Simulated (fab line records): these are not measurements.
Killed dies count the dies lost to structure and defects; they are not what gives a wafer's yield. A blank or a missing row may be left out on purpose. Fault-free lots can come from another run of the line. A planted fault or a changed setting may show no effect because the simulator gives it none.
The tool behind it: which one? ; flow n5 finfet ; 37 wafers sampled from 14 lots at 1 step of a route of 1938

## WHAT THE GAUGES SHOWED, per wafer
N5_BEOL_M11_OVL_MEAS_29. Usual: V10_OVL typically reads 0.0 nm, with standard deviation 0.7.
lot;measured;on;V10_OVL (nm);flag
L928;day 11 05:32;overlay-01;-0.9 0.4 0.2;
L927;day 11 08:59;overlay-01;-0.7 0.3 0.6;
L929;day 11 20:43;overlay-01;-1.9 -0.6 -1.3;
L930;day 11 21:20;overlay-02;0.1 -0.2 -1.4;
L931;day 11 21:31;overlay-01;0.1 0.5 1.2;
L932;day 12 09:56;overlay-02;0.7 0.9 0.6;
L934;day 12 16:29;overlay-02;-0.6 -0.5 -1.6;
L937;day 13 11:48;overlay-02;-0.4 -0.8;
L939;day 14 01:42;overlay-02;-0.6 -0.4 0.1;
L941;day 14 15:33;overlay-01;-0.1 0.1;
L942;day 15 00:38;overlay-01;-0.4 1.3;
L947;day 17 14:15;overlay-01;0.6 -0.4 -0.2;
L948;day 17 14:25;overlay-02;-0.8 0.8;
L949;day 17 17:31;overlay-02;0.3 -0.2;

## EACH LOT AND THE TOOL THAT RAN IT (in order: tool; ch and the chambers of the sampled wafers; start)
The record holds no process step before these readings.

## AS READ BY THE TOOLS THEMSELVES (means over the sampled wafers that have a number; for cases with no such wafer, the mark the record gives instead)
The record holds no such reading with a usual standard deviation.

## THE ANSWER, worked out from the rows above alone
Rule: a lot is off if the mean of its wafers that have a number lies more than 3 standard deviations from the usual mean. A lot without any number at a reading at which 4 lots or more have one is off too. Any other lot the step has rows for is counted as sound. First the gauges in route order, then the tools' own readings, where a lot's mean is used as printed above. At the first step where some lot is off, the reading lying furthest off is the one used; lots without a number count as furthest.
No lot is off at any reading shown: from this, nothing can be told.

## WHAT HAD BEEN PUT IN BY THE SIMULATOR
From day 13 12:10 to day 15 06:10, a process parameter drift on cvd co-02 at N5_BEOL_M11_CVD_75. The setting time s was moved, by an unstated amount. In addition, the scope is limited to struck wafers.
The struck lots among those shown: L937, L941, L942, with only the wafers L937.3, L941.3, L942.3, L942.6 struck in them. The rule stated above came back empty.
